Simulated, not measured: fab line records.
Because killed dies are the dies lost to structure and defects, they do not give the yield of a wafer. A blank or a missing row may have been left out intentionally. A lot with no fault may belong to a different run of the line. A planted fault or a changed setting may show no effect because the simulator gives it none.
fab line records ; flow nandHarc ; part 1 of 2: steps 1 to 3 of 6
[record] lots = 23; wafers = 69; lastDay = 33
route steps=1302 shown A_STAIRCASE@768
lots that met no fault: taken from a fault-free run of the same line
startH: hours from the record's opening day to when the first of the lot's shown wafers began ; waitH: hours elapsed since this lot's preceding step ; " the same as in the row above ; L1.1+2: a single row standing in for several wafers ; - no value present, or no start provided ; * or withheld: withheld ; < > ~ a bound
route shown NAME@n: names a module that has steps shown in the file, with the first one's number in the route ; usual: average and standard deviation across the fault-free wafers ; same: alike in all rows ; chamber/n: place in a boat ; sites: the reading at each site ; _std_site: their standard deviation ; _edge_site: outer sites' mean less inner sites' ; radiusMm: how far each site lies from the wafer's centre ; mask NAME#n: copy n ; behind: the most recent tool/chamber to have shaped the wafer ; hold: reason for holding the lot/hours on hold/outcome of the hold ; device: the n, p or np transistor that did not switch ; end of line: tests of these same wafers at the route's end ; step lacking rows: just its recipe ; killed: the dies lost at the first sort to structure and to defects; this is not the yield of the wafer ; map: per-die view of a wafer (x killed, . not killed, _ where there is no die)
set.NAME: the run value of the setting; set.NAME@STEP: its run value at that earlier step ; model.NAME: the simulator's own value behind a step, which no gauge read
a sample of lots followed through the steps of the route, with each step as a table and each wafer as a row
services: when a tool's chamber went out of use (startH, in hours from the record's first day, below 0 if earlier), for how many hours, and the reason
[[steps]]
[step NHARC_A_STAIRCASE_STRIP_254]
[recipe] powerW = 1500; tempC = 250; chemistry = O2
[usual] drypumpMotorCurrentA = 5.9/0.37; heaterPowerW = 325/24
lot.wafer;tool;chamber;startH;waitH;drypumpMotorCurrentA;heaterPowerW;rfHoursCounterH
L074.2;plasmaAsher-02;0;368.04;-;5.8;340;23
L074.3;plasmaAsher-02;0;368.04;-;5.8;340;-
L074.5;plasmaAsher-02;1;368.04;-;6.2;322;-
L075.2;plasmaAsher-01;0;370.70;-;5.2;315;3
L075.3;plasmaAsher-01;0;370.70;-;5.2;325;-
L075.5;plasmaAsher-01;0;370.70;-;5.2;317;-
L076.3;plasmaAsher-01;0;372.57;-;5.2;308;-
L076.6;plasmaAsher-01;0;372.57;-;5.2;313;-
L076.5;plasmaAsher-01;1;372.57;-;6.1;288;-
L077.2;plasmaAsher-01;0;405.75;-;5.2;316;9
L077.4;plasmaAsher-01;1;405.75;-;6.1;286;-
L077.6;plasmaAsher-01;0;405.75;-;5.2;310;-
L078.4;plasmaAsher-01;1;407.06;-;6.2;281;-
L078.3;plasmaAsher-01;0;407.06;-;5.2;313;-
L078.5;plasmaAsher-01;1;407.06;-;6.2;282;-
L079.2;plasmaAsher-02;1;411.61;-;6.1;315;32
L079.6;plasmaAsher-02;1;411.61;-;6.2;312;-
L079.5;plasmaAsher-02;0;411.61;-;5.8;348;-
L080.4;plasmaAsher-01;0;427.29;-;5.2;316;-
L080.3;plasmaAsher-01;1;427.29;-;6.1;286;-
L080.6;plasmaAsher-01;0;427.29;-;5.2;317;-
L082.2;plasmaAsher-01;1;445.62;-;6.2;283;19
L082.4;plasmaAsher-01;1;445.62;-;6.1;287;-
L082.5;plasmaAsher-01;1;445.62;-;6.2;279;-
L081.2;plasmaAsher-02;1;446.21;-;6.2;344;3
L081.4;plasmaAsher-02;1;446.21;-;6.1;338;-
L081.6;plasmaAsher-02;1;446.21;-;6.2;356;-
L084.4;plasmaAsher-02;1;456.68;-;6.1;350;-
L084.3;plasmaAsher-02;0;456.68;-;5.8;337;-
L084.6;plasmaAsher-02;0;456.68;-;5.8;350;-
L083.2;plasmaAsher-01;1;457.29;-;6.2;286;21
L083.3;plasmaAsher-01;0;457.29;-;5.2;310;-
L083.4;plasmaAsher-01;1;457.29;-;6.2;282;-
L085.2;plasmaAsher-02;0;473.67;-;5.8;340;8
L085.3;plasmaAsher-02;1;473.67;-;6.1;347;-
L085.5;plasmaAsher-02;1;473.67;-;6.1;355;-
L088.2;plasmaAsher-02;1;504.15;-;6.2;343;14
L088.3;plasmaAsher-02;1;504.15;-;6.2;348;-
L088.6;plasmaAsher-02;0;504.15;-;5.8;331;-
L087.3;plasmaAsher-01;0;504.53;-;5.2;317;-
L087.4;plasmaAsher-01;1;504.53;-;6.2;280;-
L087.6;plasmaAsher-01;0;504.53;-;5.2;316;-
L089.2;plasmaAsher-02;1;512.67;-;6.2;342;16
L089.4;plasmaAsher-02;1;512.67;-;6.1;356;-
L089.3;plasmaAsher-02;0;512.67;-;5.8;335;-
L090.4;plasmaAsher-02;0;530.66;-;5.9;337;-
L090.5;plasmaAsher-02;0;530.66;-;5.8;330;-
L090.6;plasmaAsher-02;1;530.66;-;6.2;344;-
L091.4;plasmaAsher-02;1;538.84;-;6.2;344;-
L091.3;plasmaAsher-02;0;538.84;-;5.8;342;-
L091.5;plasmaAsher-02;0;538.84;-;5.8;338;-
L092.4;plasmaAsher-01;0;545.32;-;5.2;318;-
L092.3;plasmaAsher-01;1;545.32;-;6.2;295;-
L092.5;plasmaAsher-01;1;545.32;-;6.2;295;-
L093.1;plasmaAsher-02;0;548.58;-;5.8;350;26
L093.5;plasmaAsher-02;0;548.58;-;5.8;337;-
L093.6;plasmaAsher-02;1;548.58;-;6.1;345;-
L094.1;plasmaAsher-02;0;555.56;-;5.9;342;26
L094.3;plasmaAsher-02;1;555.56;-;6.2;350;-
L094.6;plasmaAsher-02;0;555.56;-;5.9;338;-
L095.1;plasmaAsher-02;1;573.94;-;6.2;348;30
L095.4;plasmaAsher-02;0;573.94;-;5.8;354;-
L095.5;plasmaAsher-02;1;573.94;-;6.1;344;-
L096.2;plasmaAsher-01;0;580.48;-;5.2;323;10
L096.4;plasmaAsher-01;0;580.48;-;5.2;312;-
L096.5;plasmaAsher-01;1;580.48;-;6.2;299;-
L097.1;plasmaAsher-02;1;588.24;-;6.1;343;33
L097.3;plasmaAsher-02;0;588.24;-;5.8;346;-
L097.5;plasmaAsher-02;0;588.24;-;5.8;341;-
[step NHARC_A_STAIRCASE_ETCH_451]
[recipe] targetDepthA = 300; overetchA = 30; timeS = 16.5; ionEnergyEv = 100; cf4FlowSccm = 80; o2FlowSccm = 20; arFlowSccm = 0; rfW = 300; biasW = 100; chemistry = CF4/O2
[usual] drypumpMotorCurrentA = 5.9/0.43; oes_ar_750_au = 1.000/0.0046; oesProductAu = 1.003/0.0098; rfVppV = 197.7/1.4; showerheadPlenumPTorr = 1.33/0.052; throttleValvePct = 13.397/0.0093
lot.wafer;tool;chamber;startH;waitH;drypumpMotorCurrentA;oes_ar_750_au;oesProductAu;rfHoursCounterH;rfVppV;showerheadPlenumPTorr;throttleValvePct
L074.3;rieDiel-10;2;-;-;5.5;1.001;1.014;39;195.7;1.24;13.395
L074.2;rieDiel-10;3;-;-;6.1;0.997;1.012;44;198.9;1.35;13.402
L074.5;rieDiel-10;0;-;-;6.3;1.008;1.009;-;197.9;1.32;13.398
L075.2;rieDiel-07;0;-;-;5.1;1.005;1.004;14;197.9;1.31;13.408
L075.3;rieDiel-07;3;-;-;6.0;0.996;1.000;23;197.8;1.31;13.397
L075.5;rieDiel-07;0;-;-;5.1;1.001;1.005;-;197.0;1.31;13.413
L076.3;rieDiel-10;2;-;-;5.5;1.005;1.018;41;195.5;1.24;13.392
L076.5;rieDiel-10;0;-;-;6.3;0.996;1.003;-;197.9;1.32;13.386
L076.6;rieDiel-10;1;-;-;6.1;1.006;0.978;-;196.4;1.30;13.397
L077.2;rieDiel-07;3;-;-;6.0;1.001;1.002;29;197.5;1.31;13.406
L077.4;rieDiel-07;0;-;-;5.1;1.002;1.010;20;196.6;1.31;13.405
L077.6;rieDiel-07;0;-;-;5.1;1.008;1.001;-;197.4;1.31;13.386
L078.3;rieDiel-11;0;-;-;5.3;1.006;0.989;52;201.1;1.42;13.404
L078.4;rieDiel-11;2;-;-;5.5;1.009;0.995;47;197.5;1.28;13.397
L078.5;rieDiel-11;0;-;-;5.3;1.003;0.990;-;199.4;1.42;13.391
L079.2;rieDiel-07;2;-;-;5.7;0.993;0.996;33;195.3;1.25;13.395
L079.5;rieDiel-07;0;-;-;5.1;1.000;1.006;-;196.6;1.31;13.392
L079.6;rieDiel-07;1;-;-;6.3;0.998;1.000;-;197.3;1.34;13.423
L080.4;rieDiel-11;0;-;-;5.3;1.008;0.995;58;199.5;1.42;13.395
L080.3;rieDiel-11;2;-;-;5.5;0.994;1.010;57;195.7;1.28;13.396
L080.6;rieDiel-11;0;-;-;5.3;1.001;1.006;-;200.6;1.42;13.405
L082.4;rieDiel-07;3;-;-;6.0;1.000;1.005;48;195.8;1.31;13.395
L082.2;rieDiel-07;1;-;-;6.3;0.996;0.993;44;199.2;1.34;13.398
L082.5;rieDiel-07;2;-;-;5.8;0.995;0.980;-;195.2;1.25;13.387
L081.2;rieDiel-11;1;-;-;6.3;1.000;1.009;1;196.6;1.36;13.395
L081.4;rieDiel-11;0;-;-;5.3;0.997;1.004;1;200.6;1.42;13.395
L081.6;rieDiel-11;1;-;-;6.4;1.000;1.021;-;197.3;1.36;13.386
L084.4;rieDiel-11;3;-;-;6.3;1.002;1.008;5;198.3;1.37;13.383
L084.3;rieDiel-11;1;-;-;6.4;1.004;1.019;5;197.4;1.36;13.409
L084.6;rieDiel-11;3;-;-;6.3;1.010;0.997;-;198.6;1.37;13.403
L083.3;rieDiel-10;1;-;-;6.1;0.991;0.991;8;196.2;1.30;13.400
L083.4;rieDiel-10;2;-;-;5.5;0.997;1.020;7;200.1;1.44;13.403
L083.2;rieDiel-10;3;-;-;6.1;0.996;1.008;8;197.3;1.35;13.396
L085.3;rieDiel-10;1;-;-;6.1;1.003;0.998;17;197.6;1.29;13.395
L085.2;rieDiel-10;2;-;-;5.5;0.996;1.014;15;200.9;1.44;13.398
L085.5;rieDiel-10;1;-;-;6.1;0.997;1.008;-;197.7;1.29;13.386
L088.2;rieDiel-11;0;-;-;5.3;1.003;1.012;17;199.7;1.41;13.396
L088.3;rieDiel-11;2;-;-;5.6;0.999;1.008;19;196.5;1.27;13.390
L088.6;rieDiel-11;3;-;-;6.3;1.000;1.004;-;199.6;1.37;13.406
L087.4;rieDiel-07;3;-;-;6.0;1.001;0.993;5;197.2;1.31;13.417
L087.3;rieDiel-07;0;-;-;5.1;1.005;0.998;8;197.4;1.30;13.394
L087.6;rieDiel-07;1;-;-;6.3;1.000;0.990;-;198.1;1.33;13.398
L089.3;rieDiel-10;3;-;-;6.2;1.000;1.006;24;196.7;1.35;13.381
L089.2;rieDiel-10;0;-;-;6.3;0.993;1.010;26;198.1;1.31;13.390
L089.4;rieDiel-10;1;-;-;6.1;1.000;0.999;30;196.2;1.29;13.405
L090.4;rieDiel-11;3;-;-;6.3;1.010;0.998;27;197.5;1.36;13.409
L090.5;rieDiel-11;3;-;-;6.3;0.998;1.005;-;197.6;1.36;13.404
L090.6;rieDiel-11;0;-;-;5.3;1.005;1.011;-;200.0;1.41;13.376
L091.4;rieDiel-11;2;-;-;5.5;0.994;1.011;31;196.6;1.27;13.421
L091.3;rieDiel-11;1;-;-;6.3;0.996;1.020;34;197.2;1.35;13.411
L091.5;rieDiel-11;2;-;-;5.5;0.993;1.010;-;197.1;1.27;13.404
L092.4;rieDiel-11;0;-;-;5.3;1.006;1.008;37;200.4;1.41;13.417
L092.3;rieDiel-11;1;-;-;6.4;0.998;1.007;35;197.9;1.35;13.400
L092.5;rieDiel-11;3;-;-;6.3;0.997;0.990;-;198.5;1.36;13.395
L093.1;rieDiel-10;0;-;-;6.3;1.009;1.005;40;197.7;1.31;13.396
L093.5;rieDiel-10;2;-;-;5.5;0.996;1.016;-;200.5;1.44;13.387
L093.6;rieDiel-10;3;-;-;6.2;0.999;1.004;-;198.8;1.34;13.392
L094.3;rieDiel-10;3;-;-;6.2;0.997;1.016;40;198.9;1.34;13.409
L094.1;rieDiel-10;0;-;-;6.3;0.996;1.003;42;198.8;1.31;13.408
L094.6;rieDiel-10;3;-;-;6.2;0.997;1.018;-;198.1;1.34;13.397
L095.1;rieDiel-07;0;-;-;5.1;1.004;0.994;32;195.7;1.30;13.400
L095.4;rieDiel-07;2;-;-;5.8;1.004;0.994;29;196.0;1.24;13.406
L095.5;rieDiel-07;0;-;-;5.1;1.000;0.987;-;196.6;1.30;13.402
L096.4;rieDiel-07;3;-;-;6.1;0.996;0.997;31;197.4;1.30;13.414
L096.2;rieDiel-07;0;-;-;5.1;0.995;1.003;34;196.8;1.30;13.393
L096.5;rieDiel-07;2;-;-;5.8;0.988;1.003;-;195.6;1.24;13.385
L097.3;rieDiel-11;3;-;-;6.3;1.002;0.995;44;198.4;1.36;13.394
L097.1;rieDiel-11;2;-;-;5.6;0.997;0.997;43;196.3;1.27;13.393
L097.5;rieDiel-11;0;-;-;5.3;0.999;1.016;-;199.6;1.41;13.399
[step NHARC_A_STAIRCASE_ETCH_292]
[recipe] cf4FlowSccm = 100; chf3FlowSccm = 30; arFlowSccm = 0; rfW = 500; biasW = 200; chemistry = CF4/CHF3
[usual] chf3FlowSccm = 29.99/0.099; drypumpMotorCurrentA = 5.9/0.4; oesProductAu = 0.942/0.02; rfVppV = 370.6/2.3; showerheadPlenumPTorr = 1.58/0.064; throttleValvePct = 16.803/0.0085
lot.wafer;tool;chamber;startH;waitH;chf3FlowSccm;drypumpMotorCurrentA;oesProductAu;rfHoursCounterH;rfVppV;showerheadPlenumPTorr;throttleValvePct
L074.2;rieDiel-07;0;380.46;0.1;30.13;5.1;0.956;14;369.7;1.54;16.808
L074.3;rieDiel-07;3;380.46;0.1;29.93;6.0;0.953;24;369.4;1.55;16.815
L074.5;rieDiel-07;0;380.46;0.1;30.05;5.1;0.959;-;368.7;1.54;16.783
L075.2;rieDiel-11;3;381.45;0.1;30.02;6.3;0.952;42;372.0;1.62;16.808
L075.3;rieDiel-11;1;381.45;0.1;29.85;6.4;0.981;41;372.6;1.61;16.789
L075.5;rieDiel-11;3;381.45;0.1;29.90;6.3;0.968;-;372.2;1.62;16.801
L076.3;rieDiel-11;1;385.94;0.1;29.95;6.4;0.982;41;372.0;1.61;16.787
L076.6;rieDiel-11;0;385.94;0.1;30.09;5.3;0.963;-;373.5;1.67;16.802
L076.5;rieDiel-11;1;385.94;0.1;29.85;6.3;0.978;-;371.4;1.61;16.798
L077.4;rieDiel-11;0;417.52;0.1;30.25;5.3;0.923;53;374.0;1.67;16.802
L077.2;rieDiel-11;3;417.52;0.1;30.13;6.3;0.942;53;372.8;1.62;16.790
L077.6;rieDiel-11;1;417.52;0.1;30.04;6.3;0.946;-;373.0;1.60;16.813
L078.4;rieDiel-11;0;419.73;0.1;30.04;5.3;0.919;54;373.9;1.67;16.791
L078.3;rieDiel-11;2;419.73;0.1;29.99;5.5;0.926;50;368.8;1.51;16.804
L078.5;rieDiel-11;0;419.73;0.1;29.93;5.3;0.926;-;374.0;1.67;16.808
L079.2;rieDiel-10;0;421.23;0.1;29.97;6.3;0.959;55;370.3;1.55;16.795
L079.5;rieDiel-10;1;421.23;0.1;30.06;6.1;0.941;-;370.8;1.53;16.793
L079.6;rieDiel-10;2;421.23;0.1;29.98;5.5;0.955;-;366.5;1.47;16.795
L080.4;rieDiel-10;1;441.18;0.1;30.12;6.1;0.910;1;368.5;1.53;16.797
L080.3;rieDiel-10;3;441.18;0.1;30.00;6.1;0.925;2;372.0;1.59;16.807
L080.6;rieDiel-10;0;441.18;0.1;30.14;6.3;0.935;-;369.9;1.55;16.797
L082.2;rieDiel-07;1;456.87;0.1;30.15;6.3;0.920;45;370.7;1.57;16.791
L082.4;rieDiel-07;0;456.87;0.1;29.95;5.1;0.913;36;369.2;1.54;16.807
L082.5;rieDiel-07;1;456.87;0.1;30.08;6.3;0.907;-;369.8;1.57;16.812
L081.2;rieDiel-11;0;457.41;0.3;30.02;5.3;0.933;3;373.3;1.67;16.799
L081.4;rieDiel-11;2;457.41;0.3;30.03;5.5;0.938;4;366.7;1.51;16.812
L081.6;rieDiel-11;0;457.41;0.3;29.91;5.3;0.940;-;375.1;1.67;16.802
L084.4;rieDiel-07;2;467.93;0.1;29.95;5.7;0.919;54;367.5;1.47;16.807
L084.3;rieDiel-07;0;467.93;0.1;29.92;5.1;0.935;38;370.1;1.54;16.793
L084.6;rieDiel-07;1;467.93;0.1;30.14;6.3;0.929;-;371.1;1.57;16.804
L083.2;rieDiel-10;2;468.35;0.1;29.96;5.5;0.943;9;374.1;1.70;16.799
L083.4;rieDiel-10;3;468.35;0.1;30.04;6.1;0.929;10;370.5;1.59;16.792
L083.3;rieDiel-10;0;468.35;0.1;30.07;6.3;0.945;10;369.0;1.55;16.813
L085.3;rieDiel-10;2;484.06;0.1;29.84;5.5;0.939;16;374.6;1.70;16.809
L085.2;rieDiel-10;3;484.06;0.1;29.89;6.2;0.929;14;370.5;1.59;16.810
L085.5;rieDiel-10;2;484.06;0.1;29.87;5.5;0.944;-;376.1;1.70;16.795
L088.3;rieDiel-10;2;515.00;0.1;30.01;5.5;0.942;25;375.0;1.69;16.804
L088.2;rieDiel-10;3;515.00;0.1;29.79;6.1;0.944;23;370.8;1.59;16.812
L088.6;rieDiel-10;0;515.00;0.1;30.05;6.3;0.937;-;367.9;1.55;16.801
L087.4;rieDiel-10;2;515.51;0.1;30.13;5.5;0.931;25;373.2;1.69;16.806
L087.3;rieDiel-10;1;515.51;0.1;29.88;6.1;0.927;28;368.2;1.52;16.800
L087.6;rieDiel-10;2;515.51;0.1;30.00;5.5;0.942;-;374.3;1.69;16.798
L089.4;rieDiel-07;1;523.10;0.1;29.94;6.3;0.968;15;370.9;1.57;16.811
L089.2;rieDiel-07;3;523.10;0.1;29.87;6.0;0.976;9;369.2;1.54;16.801
L089.3;rieDiel-07;0;523.10;0.1;29.93;5.1;0.986;13;368.4;1.53;16.798
L090.4;rieDiel-10;1;543.06;0.1;30.05;6.1;0.916;38;368.8;1.52;16.792
L090.6;rieDiel-10;2;543.06;0.1;30.00;5.5;0.942;-;373.7;1.69;16.794
L090.5;rieDiel-10;3;543.06;0.1;29.85;6.1;0.930;-;370.5;1.58;16.810
L091.4;rieDiel-11;2;552.48;0.1;29.87;5.5;0.932;33;369.0;1.50;16.798
L091.3;rieDiel-11;3;552.48;0.1;29.90;6.3;0.922;35;373.2;1.60;16.796
L091.5;rieDiel-11;2;552.48;0.1;29.92;5.5;0.924;-;368.8;1.50;16.809
L092.3;rieDiel-11;1;556.77;0.1;29.91;6.4;0.939;37;370.6;1.59;16.805
L092.4;rieDiel-11;3;556.77;0.1;29.98;6.3;0.926;36;373.3;1.60;16.813
L092.5;rieDiel-11;1;556.77;0.1;30.01;6.4;0.955;-;370.6;1.59;16.818
L093.1;rieDiel-11;0;560.21;0.1;29.95;5.3;0.991;40;374.6;1.66;16.800
L093.5;rieDiel-11;1;560.21;0.1;29.92;6.4;0.990;-;371.4;1.59;16.806
L093.6;rieDiel-11;2;560.21;0.1;29.94;5.5;0.967;-;370.0;1.50;16.806
L094.1;rieDiel-10;0;570.29;0.1;30.11;6.3;0.926;46;369.7;1.54;16.795
L094.3;rieDiel-10;1;570.29;0.1;30.08;6.1;0.924;50;368.3;1.52;16.820
L094.6;rieDiel-10;2;570.29;0.1;30.11;5.5;0.939;-;375.8;1.69;16.820
L095.1;rieDiel-10;0;585.78;0.4;29.87;6.3;0.940;51;367.8;1.54;16.794
L095.5;rieDiel-10;3;585.78;0.4;29.96;6.1;0.944;-;371.2;1.58;16.804
L095.4;rieDiel-10;1;585.78;0.4;30.07;6.1;0.925;-;369.0;1.52;16.814
L096.2;rieDiel-10;1;593.32;0.1;30.01;6.1;0.914;58;368.8;1.52;16.821
L096.4;rieDiel-10;2;593.32;0.1;30.12;5.5;0.943;51;374.9;1.69;16.797
L096.5;rieDiel-10;2;593.32;0.1;30.06;5.5;0.928;-;374.7;1.69;16.807
L097.3;rieDiel-10;3;597.56;0.1;30.15;6.1;0.974;52;371.9;1.58;16.798
L097.1;rieDiel-10;2;597.56;0.1;29.95;5.5;0.948;52;373.6;1.69;16.797
L097.5;rieDiel-10;3;597.56;0.1;30.08;6.1;0.982;-;370.7;1.58;16.773
